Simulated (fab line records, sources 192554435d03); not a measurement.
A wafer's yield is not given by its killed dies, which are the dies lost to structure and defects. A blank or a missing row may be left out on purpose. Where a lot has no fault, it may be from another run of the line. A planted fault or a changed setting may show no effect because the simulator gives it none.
fab line records	flow n5_finfet
[record] lots = 10	wafers = 30	last_day = 17
route steps=1938 shown BEOL_M5@1172 PASSIVATION@1909
lots with no fault: from the same line, run without faults
start_h: hours from the record's opening day to when the first of the lot's shown wafers began	wait_h: how many hours have passed since the lot's step before this one	" identical to the entry in the row above	L1.1+2: one row covering several wafers at once	- no value present, or no start provided	* or withheld: withheld	< > ~ a bound
route shown NAME@n: a module of which the file shows steps, and the number in the route of the first	usual: the fault-free wafers' mean and standard deviation	same: alike in all rows	chamber/n: place in a boat	sites: per-site readings	_std_site: the standard deviation of these	_edge_site: mean of outer sites minus mean of inner sites	radius_mm: for every site, how far away it sits from the centre of the wafer	mask NAME#n: copy n	behind: the most recent tool/chamber to have shaped the wafer	hold: why the lot went on hold/how many hours it stayed there/how the hold came to an end	device: which transistor (n, p or np) failed to switch	end of line: tests of these same wafers at the route's end	for a step that has no rows: nothing shown but its recipe	killed: the dies lost at the first sort to structure and to defects; this is not the yield of the wafer	map: dies across one wafer; x = killed, . = not, _ = none there
set.NAME: the setting that was run; set.NAME@STEP: the one run at that earlier step	model.NAME: the simulator's own value behind a step, which no gauge read
the route's steps for a sample of lots (tables are steps, rows are wafers)
services: a tool's chamber out of use, with start hour (start_h, from the record's first day; less than 0 if before it), hours out, and reason
[[steps]]
[step N5_BEOL_M5_ALD_86]
[recipe] material = TaN	target_thk_a = *	temp_c = 275	ald_precursor_family = PDMAT	ald_co_reactant = NH3	pressure_torr = 3	carrier_flow_sccm = 1500	pulse_time_s = 2	purge_time_s = 3	co_reactant_purge_time_s = 2	co_reactant_pulse_time_s = 3	ald_cycles = 30	precursor_vessel_temp_c = 75	precursor_vessel_pressure_torr = 26.25	precursor_vessel_carrier_sccm = 1000
[usual] heater_power_w = 437/46	mfc_carrier_sccm = 1500/4.4
lot.wafer	tool	chamber	start_h	wait_h	heater_power_w	mfc_carrier_sccm
L384.2	ald_metal-04	2	182.66	0.0	486	1497
L384.4	"	0	"	"	423	1505
L384.5	"	3	"	"	487	1497
L383.2	ald_metal-04	2	189.94	0.1	493	1496
L383.3	"	3	"	"	485	1495
L383.6	"	3	"	"	492	1498
L386.3	ald_metal-04	2	200.05	0.0	491	1505
L386.5	"	0	"	"	416	1500
L386.6	"	3	"	"	493	1500
L391.3	ald_metal-04	2	222.63	0.1	506	1499
L391.5	"	2	"	"	489	1498
L391.6	"	1	"	"	453	1498
L390.1	ald_metal-02	1	229.83	0.0	413	1509
L390.3	"	0	"	"	422	1498
L390.6	"	0	"	"	426	1495
L394.1	ald_metal-04	0	242.19	0.1	427	1496
L394.3	"	2	"	"	492	1501
L394.6	"	2	"	"	495	1499
L400.1	ald_metal-04	3	278.65	0.0	488	1506
L400.2	"	0	"	"	420	1503
L400.4	"	2	"	"	495	1504
L404.2	ald_metal-04	0	301.12	0.0	418	1504
L404.3	"	1	"	"	447	1498
L404.6	"	0	"	"	424	1496
L402.1	ald_metal-04	0	302.79	0.2	419	1506
L402.3	"	3	"	"	488	1503
L402.5	"	3	"	"	495	1503
L403.1	ald_metal-03	0	311.64	0.0	378	1498
L403.4	"	2	"	"	313	1497
L403.5	"	1	"	"	388	1506
[step N5_PASSIVATION_AL_ETCH_33]
[recipe] chemistry = Cl2/BCl3	target_depth_a = 28000	over_etch_frac = 0.15	Cl2_flow_sccm = 180	bcl3_flow_sccm = 60	target = Al	stop_on = TaN	time_s = 466.7	ion_energy_ev = 100	pressure_mtorr = 10	icp_w = 900	bias_w = 100
[usual] drypump_motor_current_A = 5.7/0.35	oes_product_au = 0.73/0.09	throttle_valve_pct = 34.33/0.25
lot.wafer	tool	chamber	start_h	wait_h	drypump_motor_current_A	oes_product_au	rf_hours_counter_h	throttle_valve_pct
L384.2	rie_metal-02	0	273.80	0.1	5.0	0.59	91	34.11
L384.4	"	0	"	"	4.9	0.59	-	34.09
L384.5	"	0	"	"	4.9	0.59	-	34.10
L383.2	rie_metal-01	0	285.14	0.1	6.1	0.78	17	33.95
L383.3	"	1	"	"	5.7	0.77	-	34.59
L383.6	"	0	"	"	6.1	0.77	-	33.97
L386.3	rie_metal-01	0	290.19	0.2	6.1	0.77	-	33.94
L386.5	"	0	"	"	6.1	0.77	-	33.95
L386.6	"	1	"	"	5.7	0.77	-	34.58
L391.3	rie_metal-02	0	316.60	0.2	4.9	0.59	-	34.12
L391.5	"	1	"	"	5.7	0.85	-	34.37
L391.6	"	0	"	"	4.9	0.60	-	34.10
L390.1	rie_metal-03	1	317.92	0.1	5.6	0.61	88	34.60
L390.3	"	0	"	"	5.9	0.83	-	34.29
L390.6	"	1	"	"	5.6	0.60	-	34.62
L394.1	rie_metal-03	0	332.60	0.1	5.9	0.81	13	34.33
L394.3	"	0	"	"	5.9	0.81	-	34.34
L394.6	"	0	"	"	5.9	0.81	-	34.36
L400.1	rie_metal-01	0	373.54	0.1	6.1	0.75	25	33.97
L400.2	"	1	"	"	5.7	0.73	32	34.63
L400.4	"	0	"	"	6.1	0.74	-	33.98
L404.2	rie_metal-02	1	394.89	0.2	5.7	0.82	-	34.30
L404.3	"	1	"	"	5.7	0.80	-	34.30
L404.6	"	1	"	"	5.7	0.81	-	34.30
L402.1	rie_metal-03	0	399.55	0.1	6.0	0.80	19	34.32
L402.3	"	0	"	"	6.0	0.80	-	34.32
L402.5	"	1	"	"	5.5	0.60	-	34.60
L403.1	rie_metal-03	0	404.59	0.1	5.9	0.78	19	34.36
L403.4	"	0	"	"	6.0	0.79	-	34.34
L403.5	"	0	"	"	6.0	0.80	-	34.33
[step N5_PASSIVATION_STRIP_34]
[recipe] chemistry = O2	power_w = 600	temp_c = 60	pressure_mtorr = 30	rf_frequency_hz = 6e+07	bias_power_w = 0	overash_fraction = 2	o2_flow_sccm = 225
[usual] drypump_motor_current_A = 5.7/0.52	oes_product_au = 0.79/0.09	rf_vpp_V = 3.6/1.4	showerhead_plenum_p_Torr = 2.09/0.063	temp_c = 60.01/0.13	throttle_valve_pct = 16.74/0.23
lot.wafer	tool	chamber	start_h	wait_h	drypump_motor_current_A	oes_product_au	rf_hours_counter_h	rf_vpp_V	showerhead_plenum_p_Torr	temp_c	throttle_valve_pct
L384.2	rie_diel-01	1	274.31	0.1	5.5	0.80	100	3.0	2.14	60.07	16.65
L384.4	"	0	"	"	5.3	0.82	77	3.2	2.12	59.66	16.67
L384.5	"	3	"	"	6.3	0.79	-	1.7	2.11	60.01	16.21
L383.2	rie_diel-02	2	285.66	0.1	5.8	0.72	216	5.4	2.16	60.05	16.75
L383.3	"	3	"	"	5.0	0.71	219	1.7	2.05	60.18	17.07
L383.6	"	0	"	"	5.6	0.89	-	2.8	2.16	59.93	16.67
L386.3	rie_diel-04	2	290.57	0.1	6.1	0.83	88	2.5	2.02	59.95	16.39
L386.5	"	0	"	"	6.8	0.67	-	4.2	1.98	60.06	17.17
L386.6	"	1	"	"	6.0	1.02	-	3.9	2.08	60.00	16.75
L391.3	rie_diel-02	0	317.23	0.3	5.6	0.90	28	2.5	2.15	60.08	16.69
L391.5	"	3	"	"	5.0	0.71	-	1.8	2.05	60.12	17.08
L391.6	"	2	"	"	5.8	0.73	-	0.8	2.16	59.90	16.79
L390.1	rie_diel-01	2	318.48	0.1	5.2	0.74	138	4.6	2.02	59.91	16.78
L390.3	"	0	"	"	5.3	0.81	91	3.4	2.11	59.80	16.76
L390.6	"	3	"	"	6.2	0.80	-	5.0	2.10	59.96	16.23
L394.1	rie_diel-04	0	333.11	0.1	6.8	0.97	0	3.0	2.24	60.01	16.75
L394.3	"	3	"	"	5.3	0.70	226	1.8	1.99	60.11	17.00
L394.6	"	2	"	"	6.1	0.80	-	5.3	2.01	60.00	16.49
L400.1	rie_diel-04	1	374.07	0.1	6.0	0.91	31	5.8	2.07	59.91	16.86
L400.2	"	0	"	"	6.8	0.94	13	1.5	2.24	60.15	16.72
L400.4	"	3	"	"	5.3	0.71	240	2.3	1.99	59.95	17.03
L404.2	rie_diel-02	2	395.81	0.2	5.8	0.69	256	6.1	2.15	59.98	16.88
L404.3	"	0	"	"	5.6	0.83	60	5.1	2.14	60.09	16.80
L404.6	"	0	"	"	5.6	0.85	-	3.0	2.14	60.49	16.78
L402.1	rie_diel-02	1	400.07	0.1	6.6	0.64	246	4.6	2.06	60.07	17.06
L402.3	"	0	"	"	5.6	0.85	62	2.2	2.14	60.39	16.75
L402.5	"	3	"	"	5.0	1.01	-	3.5	2.04	59.88	16.69
L403.1	rie_diel-04	1	405.11	0.1	6.0	0.87	42	7.1	2.07	60.18	16.87
L403.4	"	0	"	"	6.8	0.92	24	4.0	2.23	60.03	16.80
L403.5	"	0	"	"	6.8	0.93	-	3.1	2.23	59.98	16.79
[step N5_PASSIVATION_PASS_ETCH_47]
[recipe] chemistry = CF4/O2	target = SiNx	target_depth_a = 7700	time_s = 385	ion_energy_ev = 100	pressure_mtorr = 40	source_w = 535	bias_w = 49	Ar_flow_sccm = 100	cf4_flow_sccm = 100	O2_flow_sccm = 10
[usual] drypump_motor_current_A = 5.7/0.54	oes_product_au = 0.77/0.076	rf_vpp_V = 240/4.6	showerhead_plenum_p_Torr = 2.19/0.059	throttle_valve_pct = 15.95/0.25
lot.wafer	tool	chamber	start_h	wait_h	drypump_motor_current_A	oes_product_au	rf_hours_counter_h	rf_vpp_V	showerhead_plenum_p_Torr	throttle_valve_pct
L384.2	rie_diel-01	1	275.71	0.0	5.5	0.79	101	240	2.23	15.81
L384.4	"	0	"	"	5.3	0.82	78	234	2.22	15.87
L384.5	"	0	"	"	5.3	0.82	-	234	2.22	15.86
L383.2	rie_diel-04	0	286.82	0.0	6.8	0.69	239	243	2.08	16.32
L383.3	"	3	"	"	5.3	0.73	206	242	2.11	16.15
L383.6	"	2	"	"	6.2	0.82	-	234	2.13	15.64
L386.3	rie_diel-04	1	291.74	0.0	6.0	1.00	1	244	2.17	15.86
L386.5	"	2	"	"	6.1	0.82	-	235	2.13	15.66
L386.6	"	1	"	"	6.0	1.00	-	243	2.17	15.87
L391.3	rie_diel-01	3	318.82	0.0	6.3	0.77	105	236	2.22	15.49
L391.5	"	3	"	"	6.2	0.77	-	237	2.22	15.49
L391.6	"	2	"	"	5.2	0.75	-	246	2.12	15.91
L390.1	rie_diel-02	1	319.78	0.0	6.6	0.68	217	244	2.18	16.21
L390.3	"	0	"	"	5.6	0.85	29	238	2.25	15.80
L390.6	"	3	"	"	5.0	0.70	-	233	2.18	16.44
L394.1	rie_diel-01	2	334.44	0.0	5.1	0.75	144	246	2.12	15.93
L394.3	"	1	"	"	5.4	0.77	120	240	2.22	15.86
L394.6	"	0	"	"	5.3	0.80	-	234	2.22	15.91
L400.1	rie_diel-02	1	375.27	0.0	6.6	0.67	236	243	2.17	16.26
L400.2	"	2	"	"	5.9	0.70	245	243	2.25	16.01
L400.4	"	3	"	"	5.0	0.68	250	234	2.17	16.47
L404.2	rie_diel-01	0	397.01	0.0	5.3	0.78	119	232	2.21	15.95
L404.3	"	2	"	"	5.1	0.73	167	246	2.11	15.98
L404.6	"	1	"	"	5.4	0.75	-	240	2.22	15.89
L402.1	rie_diel-04	1	401.26	0.0	6.0	0.88	41	244	2.16	15.95
L402.3	"	0	"	"	6.8	0.91	23	246	2.33	15.89
L402.5	"	0	"	"	6.8	0.90	-	247	2.33	15.91
L403.1	rie_diel-01	3	406.62	0.0	6.2	0.73	137	237	2.21	15.55
L403.4	"	0	"	"	5.3	0.78	122	233	2.21	15.97
L403.5	"	1	"	"	5.5	0.74	-	240	2.22	15.89
[step N5_PASSIVATION_PROBE_49]
[usual] defect_limited_yield = 91.3/1.4	killed_at_M0_to_M3 = 36/11	killed_at_M4_up = 13/5.2	killed_at_contacts = 13/6.5	killed_at_front_end = 37/11	killed_at_other = 3.6/2.9	killed_dies = 103/17	killed_on_rim = 13/3.6	killed_open = 68/12	killed_short = 33/7.3	sort_bin_4_leakage = 0.01/0.039	sort_bin_5_function = 5.2/0.91	sort_bin_6_memory = 3.2/0.67	sort_bin_8_speed = 0.00/0.0099	sort_n_pass = 1077/17	sort_yield_pct = 91.3/1.4
[same] gross_dies = 1180	killed_at_back_side = 0
lot.wafer	tool	chamber	start_h	wait_h	defect_limited_yield[%]	killed_at_M0_to_M3	killed_at_M4_up	killed_at_contacts	killed_at_front_end	killed_at_other	killed_dies	killed_on_rim	killed_open	killed_short	sort_bin_4_leakage[%]	sort_bin_5_function[%]	sort_bin_6_memory[%]	sort_bin_8_speed[%]	sort_n_pass	sort_yield_pct[%]
L384.2	prober-01	-	278.78	0.1	91.2	41	11	8	44	0	104	8	75	28	0	5.6	3.1	0	1076	91.2
L384.4	prober-01	-	278.88	0.2	90.3	31	18	19	45	1	114	17	86	28	0	5.9	3.5	0	1066	90.3
L384.5	prober-01	-	278.93	0.2	89.7	32	13	16	58	2	121	20	79	41	0	6.2	3.9	0	1059	89.7
L383.2	prober-01	-	289.88	0.1	90.1	38	7	12	54	6	117	17	78	38	0	6.3	3.1	0	1063	90.1
L383.3	prober-01	-	289.93	0.1	94.1	17	11	15	23	4	70	14	48	21	0	3.9	1.9	0	1110	94.1
L383.6	prober-01	-	290.08	0.3	93.1	32	4	17	26	3	82	17	54	28	0	3.8	3.0	0	1098	93.1
L386.3	prober-01	-	294.87	0.1	91.2	43	14	21	25	1	104	13	70	34	0	4.6	3.9	0	1076	91.2
L386.5	prober-01	-	294.97	0.2	92.8	45	7	12	18	3	85	11	64	21	0	4.2	2.8	0	1095	92.8
L386.6	prober-01	-	295.02	0.3	91.3	44	8	15	30	6	103	13	67	36	0	5.4	3.1	0	1077	91.3
L391.3	prober-01	-	322.49	0.2	92.9	26	15	5	37	1	84	9	63	21	0	3.9	3.1	0	1096	92.9
L391.5	prober-01	-	322.59	0.3	93.3	31	12	13	23	0	79	6	55	24	0	4.1	2.5	0	1101	93.3
L391.6	prober-01	-	322.64	0.4	94.5	30	1	6	27	1	65	8	40	25	0	3.2	2.2	0	1115	94.5
L394.1	prober-01	-	337.46	0.0	91.4	43	13	23	18	5	102	10	66	36	0	4.8	3.3	0	1078	91.4
L394.3	prober-01	-	337.56	0.1	92.3	30	10	8	33	10	91	13	53	37	0	4.7	2.9	0	1089	92.3
L394.6	prober-01	-	337.71	0.3	90.4	36	16	12	47	2	113	9	75	37	0	5.3	3.7	0	1067	90.4
L400.1	prober-01	-	378.28	0.0	81.9	17	163	3	27	3	213	13	37	16	0	10.8	3.4	0	967	81.9
L400.2	prober-01	-	378.33	0.1	87.4	29	70	6	39	5	149	28	61	29	0	7.9	3.1	0.08	1031	87.4
L400.4	prober-01	-	378.43	0.2	79.1	27	170	12	32	6	247	17	63	29	0	13.9	3.6	0	933	79.1
L404.2	prober-01	-	400.11	0.1	89.0	26	60	6	36	2	130	25	60	18	0	5.4	3.4	0	1050	89.0
L404.3	prober-01	-	400.16	0.1	79.7	31	154	15	34	6	240	24	74	24	0	11.8	4.6	0	940	79.7
L404.6	prober-01	-	400.31	0.3	87.8	23	64	15	35	7	144	28	53	38	0.42	6.9	3.1	0	1031	87.4
L402.1	prober-02	-	404.31	0.0	87.4	33	72	17	26	1	149	30	58	30	0	7.6	3.1	0	1031	87.4
L402.3	prober-02	-	404.41	0.1	78.9	30	180	9	29	1	249	11	55	26	0	13.3	3.4	0	931	78.9
L402.5	prober-02	-	404.51	0.2	78.6	46	168	12	26	1	253	13	60	32	0	14.0	3.9	0	927	78.6
// killed by level:class
L384.2 FIN_SAQP:geometric_particle:open=14 BEOL_M0_SAQP:geometric_particle:open=12 FIN_SAQP:geometric_particle:short=9 BEOL_M0_SAQP:geometric_particle:short=9 STI_FIN_REVEAL:geometric_particle:open=7 MOL_CONTACT_COAG:geometric_particle:open=7 DUMMY_GATE:geometric_particle:open=6 BEOL_M1:geometric_particle:open=6
L384.4 MOL_CONTACT_COAG:geometric_particle:open=15 FIN_SAQP:geometric_particle:open=11 STI_FIN_REVEAL:geometric_particle:open=9 BEOL_M1:geometric_particle:open=9 BEOL_M2:geometric_particle:open=8 BEOL_M4:geometric_particle:open=8 FIN_SAQP:geometric_particle:short=7 BEOL_M0_SAQP:geometric_particle:open=6
L384.5 FIN_SAQP:geometric_particle:short=17 FIN_SAQP:geometric_particle:open=16 MOL_CONTACT_COAG:geometric_particle:open=14 STI_FIN_REVEAL:geometric_particle:open=10 BEOL_M2:geometric_particle:open=7 BEOL_M0_SAQP:geometric_particle:short=6 BEOL_M1:geometric_particle:open=6 BEOL_M0_SAQP:geometric_particle:open=4
L383.2 STI_FIN_REVEAL:geometric_particle:open=16 MOL_CONTACT_COAG:geometric_particle:open=12 FIN_SAQP:geometric_particle:open=7 BEOL_M3:geometric_particle:open=7 BEOL_M2:geometric_particle:open=7 DUMMY_GATE:geometric_particle:open=6 BEOL_M1:geometric_particle:open=6 BEOL_M2:geometric_particle:short=6
L383.3 MOL_CONTACT_COAG:geometric_particle:open=11 STI_FIN_REVEAL:geometric_particle:open=7 BEOL_M3:geometric_particle:open=6 BEOL_M4:geometric_particle:open=6 MOL_CONTACT_COAG:geometric_particle:short=4 BEOL_M2:geometric_particle:open=4 FIN_SAQP:geometric_particle:short=3 DUMMY_GATE:geometric_particle:open=2
L383.6 MOL_CONTACT_COAG:geometric_particle:open=13 BEOL_M0:geometric_particle:open=7 BEOL_M3:geometric_particle:open=7 BEOL_M0_SAQP:geometric_particle:short=6 FIN_SAQP:geometric_particle:open=5 GATE_CUT:geometric_particle:short=5 BEOL_M2:geometric_particle:open=5 MOL_CONTACT_COAG:geometric_particle:short=4
L386.3 MOL_CONTACT_COAG:geometric_particle:open=17 BEOL_M3:geometric_particle:open=10 BEOL_M0_SAQP:geometric_particle:open=9 BEOL_M2:geometric_particle:open=7 FIN_SAQP:geometric_particle:short=6 BEOL_M0_SAQP:geometric_particle:short=6 STARTING-WAFER:geometric_particle:open=5 BEOL_M4:geometric_particle:open=5
L386.5 MOL_CONTACT_COAG:geometric_particle:open=11 BEOL_M2:geometric_particle:open=10 BEOL_M3:geometric_particle:open=9 BEOL_M0:geometric_particle:open=7 BEOL_M0_SAQP:geometric_particle:open=6 BEOL_M0_SAQP:geometric_particle:short=4 STARTING-WAFER:geometric_particle:open=4 STI_FIN_REVEAL:geometric_particle:open=3
L386.6 MOL_CONTACT_COAG:geometric_particle:open=13 BEOL_M0_SAQP:geometric_particle:short=13 BEOL_M3:geometric_particle:open=11 BEOL_M0_SAQP:geometric_particle:open=11 STI_FIN_REVEAL:geometric_particle:open=10 GATE_CUT:geometric_particle:short=5 BEOL_M2:geometric_particle:open=5 PASS1_CAP:geometric_particle:short=4
L391.3 DUMMY_GATE:geometric_particle:open=9 BEOL_M1:geometric_particle:open=9 FIN_SAQP:geometric_particle:open=8 BEOL_M0_SAQP:geometric_particle:open=8 MOL_CONTACT_COAG:geometric_particle:open=5 BEOL_M5:geometric_particle:open=5 FIN_SAQP:geometric_particle:short=4 BEOL_M4:geometric_particle:open=4
L391.5 MOL_CONTACT_COAG:geometric_particle:open=10 FIN_SAQP:geometric_particle:open=9 BEOL_M0_SAQP:geometric_particle:open=9 BEOL_M0_SAQP:geometric_particle:short=8 BEOL_M4:geometric_particle:open=8 BEOL_M2:geometric_particle:open=4 BEOL_M1:geometric_particle:open=4 GATE_CUT:geometric_particle:open=3
L391.6 BEOL_M0_SAQP:geometric_particle:short=11 FIN_SAQP:geometric_particle:open=10 BEOL_M1:geometric_particle:open=7 MOL_CONTACT_COAG:geometric_particle:open=5 BEOL_M3:geometric_particle:open=4 STARTING-WAFER:geometric_particle:open=4 FIN_SAQP:geometric_particle:short=3 BEOL_M2:geometric_particle:open=3
L394.1 MOL_CONTACT_COAG:geometric_particle:open=18 BEOL_M3:geometric_particle:open=10 BEOL_M0_SAQP:geometric_particle:open=8 BEOL_M0_SAQP:geometric_particle:short=7 GATE_CUT:geometric_particle:short=5 MOL_CONTACT_COAG:geometric_particle:short=5 BEOL_M3:geometric_particle:short=5 BEOL_M1:geometric_particle:open=4
L394.3 BEOL_M0_SAQP:geometric_particle:short=12 FIN_SAQP:geometric_particle:open=11 BEOL_M0_SAQP:geometric_particle:open=7 GATE_CUT:geometric_particle:short=6 MOL_CONTACT_COAG:geometric_particle:open=6 BEOL_M3:geometric_particle:open=5 MIM_TOP_ETCH:geometric_particle:short=5 GATE_CUT:geometric_particle:open=4
L394.6 FIN_SAQP:geometric_particle:open=15 BEOL_M4:geometric_particle:open=11 BEOL_M0_SAQP:geometric_particle:open=10 STI_FIN_REVEAL:geometric_particle:open=10 MOL_CONTACT_COAG:geometric_particle:open=8 BEOL_M0_SAQP:geometric_particle:short=7 FIN_SAQP:geometric_particle:short=6 BEOL_M1:geometric_particle:open=6
L400.1 BEOL_M5:unspecified=159 BEOL_M1:geometric_particle:open=6 FIN_SAQP:geometric_particle:open=5 DUMMY_GATE:geometric_particle:open=5 STI_FIN_REVEAL:geometric_particle:open=4 BEOL_M0_SAQP:geometric_particle:open=4 FIN_SAQP:geometric_particle:short=3 BEOL_M3:geometric_particle:open=3
L400.2 BEOL_M5:unspecified=58 BEOL_M0_SAQP:geometric_particle:open=11 STI_FIN_REVEAL:geometric_particle:open=8 BEOL_M1:geometric_particle:open=7 DUMMY_GATE:geometric_particle:open=6 MOL_CONTACT_COAG:geometric_particle:open=6 GATE_CUT:geometric_particle:short=5 BEOL_M1:geometric_particle:short=4
L400.4 BEOL_M5:unspecified=155 MOL_CONTACT_COAG:geometric_particle:open=10 BEOL_M1:geometric_particle:open=9 BEOL_M3:geometric_particle:open=8 STI_FIN_REVEAL:geometric_particle:open=6 BEOL_M0_SAQP:geometric_particle:open=6 GATE_CUT:geometric_particle:short=6 BEOL_M4:geometric_particle:open=6
L404.2 BEOL_M5:unspecified=51 FIN_SAQP:geometric_particle:open=12 DUMMY_GATE:geometric_particle:open=9 BEOL_M2:geometric_particle:open=8 MOL_CONTACT_COAG:geometric_particle:open=6 BEOL_M0_SAQP:geometric_particle:short=6 BEOL_M0_SAQP:geometric_particle:open=6 BEOL_M1:geometric_particle:open=5
L404.3 BEOL_M5:unspecified=141 MOL_CONTACT_COAG:geometric_particle:open=14 BEOL_M1:geometric_particle:open=10 BEOL_M3:geometric_particle:open=10 BEOL_M4:geometric_particle:open=8 FIN_SAQP:geometric_particle:short=6 STI_FIN_REVEAL:geometric_particle:open=5 FIN_SAQP:geometric_particle:open=4
L404.6 BEOL_M5:unspecified=52 MOL_CONTACT_COAG:geometric_particle:open=13 FIN_SAQP:geometric_particle:short=12 BEOL_M0_SAQP:geometric_particle:short=10 BEOL_M0_SAQP:geometric_particle:open=9 FIN_SAQP:geometric_particle:open=5 BEOL_M6:geometric_particle:open=5 STI_FIN_REVEAL:geometric_particle:open=4
L402.1 BEOL_M5:unspecified=58 MOL_CONTACT_COAG:geometric_particle:open=15 FIN_SAQP:geometric_particle:short=7 FIN_SAQP:geometric_particle:open=6 BEOL_M0_SAQP:geometric_particle:open=6 BEOL_M0_SAQP:geometric_particle:short=6 BEOL_M1:geometric_particle:open=6 BEOL_M4:geometric_particle:open=6
L402.3 BEOL_M5:unspecified=166 BEOL_M1:geometric_particle:open=10 FIN_SAQP:geometric_particle:open=9 STI_FIN_REVEAL:geometric_particle:open=5 MOL_CONTACT_COAG:geometric_particle:open=5 BEOL_M0_SAQP:geometric_particle:open=5 BEOL_M2:geometric_particle:open=5 FIN_SAQP:geometric_particle:short=4
L402.5 BEOL_M5:unspecified=158 BEOL_M0_SAQP:geometric_particle:short=10 BEOL_M2:geometric_particle:open=10 FIN_SAQP:geometric_particle:open=9 MOL_CONTACT_COAG:geometric_particle:open=9 BEOL_M1:geometric_particle:open=7 BEOL_M3:geometric_particle:open=7 BEOL_M0_SAQP:geometric_particle:open=6
[[services]]
tool	chamber	start_h	hours	kind
rie_metal-03	0	159.23	2.2	repair
rie_metal-03	0	202.61	15.0	repair
ald_metal-02	-	216.21	2.8	pm
ald_metal-02	-	224.08	0.3	repair
ald_metal-03	3	224.77	1.5	repair
rie_diel-01	-	226.88	11.4	repair
rie_diel-02	0	269.78	9.7	repair
ald_metal-03	3	270.75	2.6	repair
rie_diel-01	-	271.78	1.1	repair
ald_metal-03	0	286.11	7.2	repair
rie_diel-02	-	301.01	2.8	pm
ald_metal-02	3	327.12	4.1	repair
ald_metal-04	-	337.25	14.0	pm
ald_metal-04	0	337.25	14.0	vent_cycle
ald_metal-04	1	337.25	14.0	vent_cycle
ald_metal-04	2	337.25	14.0	vent_cycle
rie_diel-02	1	377.66	3.6	repair
rie_metal-01	-	380.65	1.2	repair
ald_metal-03	0	382.36	13.1	repair
ald_metal-02	1	390.13	2.3	repair
rie_diel-04	3	391.70	8.2	repair
rie_diel-02	2	400.89	3.5	repair
rie_diel-01	-	405.13	0.6	repair
rie_diel-04	2	405.32	9.0	repair
[[key]]
[first_sign] step = N5_PASSIVATION_PROBE_49	reading = killed_at_M4_up	direction = up	sigmas = 21	usual = 13	struck = 122
[effect] step = N5_PASSIVATION_PROBE_49	reading = defect_limited_yield	direction = down	sigmas = 5.6	usual = 91.3	struck = 83.3
[more_kills_born_at] N5_BEOL_M5_ALD_86@ald_metal-04 = 998
met_at N5_BEOL_M5_ALD_86
struck_lots L400,L402,L404
not_acting_at N5_PASSIVATION_AL_ETCH_33,N5_PASSIVATION_STRIP_34,N5_PASSIVATION_PASS_ETCH_47
onset_between 242.19 278.65
[fault] kind = chamber_particle_source	tool = ald_metal-04	chamber = -	onset_h = 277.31	steps = N5_BEOL_M5_ALD_86	rate_per_visit_cm2 = 2.1662	end_h = 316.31
